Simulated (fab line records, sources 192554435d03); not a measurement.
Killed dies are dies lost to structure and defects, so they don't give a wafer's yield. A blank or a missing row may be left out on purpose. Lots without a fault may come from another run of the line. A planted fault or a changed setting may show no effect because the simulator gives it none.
One fault seen from 2 desks | flow n5_finfet | each desk has only its own numbers; what lay behind them comes last

THE TOOL OWNER'S DESK: ald_sin-04
The tool's own readings at N5_BEOL_M4_ALD_98 (deposits SiO2, target thk 2.5 nm, pulse time 1 s, co reactant pulse time 1 s): means of the sampled wafers that have a number, for each lot that ran on this tool. A lot is out of limits, marked OUT, if its mean lies more than 4 standard deviations from the usual mean; the brackets give that distance.
Columns: A = heater_power_outer_w at N5_BEOL_M4_ALD_98, usual 41 W; B = heater_power_w at N5_BEOL_M4_ALD_98, usual 78 W; C = precursor_pulse_height_rel at N5_BEOL_M4_ALD_98, usual 1.001
lot  | first seen here | A  | B  | C
L353 | day 7 19:57     | 42 | 80 | 1.028
L358 | day 9 10:19     | 40 | 76 | 1.008
L359 | day 9 20:07     | 41 | 77 | 1.001
L360 | day 9 23:53     | 39 | 75 | 0.996
This desk's finding: nothing out of limits on any of the 4 lots.

THE METROLOGY DESK
What the gauges read, lot by lot, whatever tool the lot ran on: means of the sampled wafers that have a number. A lot is out of limits, marked OUT, if its mean lies more than 4 standard deviations from the usual mean; the brackets give that distance. Of its 10 readings 7 are shown: those that lie furthest out on some lot.
Columns: A = DIBL_P at N5_BEOL_M4_RC_MEAS_101, usual 36.0 mV/V; B = IOFF_P at N5_BEOL_M4_RC_MEAS_101, usual 0.21 nA/um; C = ION_N at N5_BEOL_M4_RC_MEAS_101, usual 671 uA/um; D = ION_P at N5_BEOL_M4_RC_MEAS_101, usual 460 uA/um; E = SS_N at N5_BEOL_M4_RC_MEAS_101, usual 71.5 mV/dec; F = SS_P at N5_BEOL_M4_RC_MEAS_101, usual 73.2 mV/dec; G = VT_N at N5_BEOL_M4_RC_MEAS_101, usual 250 mV
lot  | first seen here | A    | B    | C   | D   | E    | F    | G
L351 | day 7 18:34     | 35.1 | 0.19 | 665 | 454 | 71.3 | 73.1 | 248
L352 | day 7 22:47     | 35.5 | 0.18 | 667 | 456 | 71.1 | 72.9 | 252
L353 | day 8 14:56     | 38.5 | 0.26 | 684 | 470 | 72.0 | 74.2 | 243
L358 | day 9 14:58     | 33.2 | 0.15 | 665 | 451 | 71.0 | 72.8 | 252
L359 | day 10 01:07    | 35.9 | 0.20 | 674 | 459 | 71.7 | 73.8 | 250
L360 | day 10 06:10    | 31.2 | 0.14 | 649 | 447 | 70.5 | 71.4 | 255
L365 | day 11 03:08    | 36.2 | 0.18 | 671 | 457 | 71.3 | 73.3 | 249
L367 | day 12 02:52    | 37.5 | 0.23 | 686 | 468 | 71.8 | 73.2 | 246
L374 | day 13 12:32    | 35.2 | 0.19 | 668 | 459 | 71.6 | 73.2 | 252
This desk's finding: nothing out of limits on any of the 9 lots.

PUT TOGETHER
The tool owner's desk saw nothing out of limits.
The metrology desk saw nothing out of limits.

WHAT THE SIMULATOR HAD PUT IN
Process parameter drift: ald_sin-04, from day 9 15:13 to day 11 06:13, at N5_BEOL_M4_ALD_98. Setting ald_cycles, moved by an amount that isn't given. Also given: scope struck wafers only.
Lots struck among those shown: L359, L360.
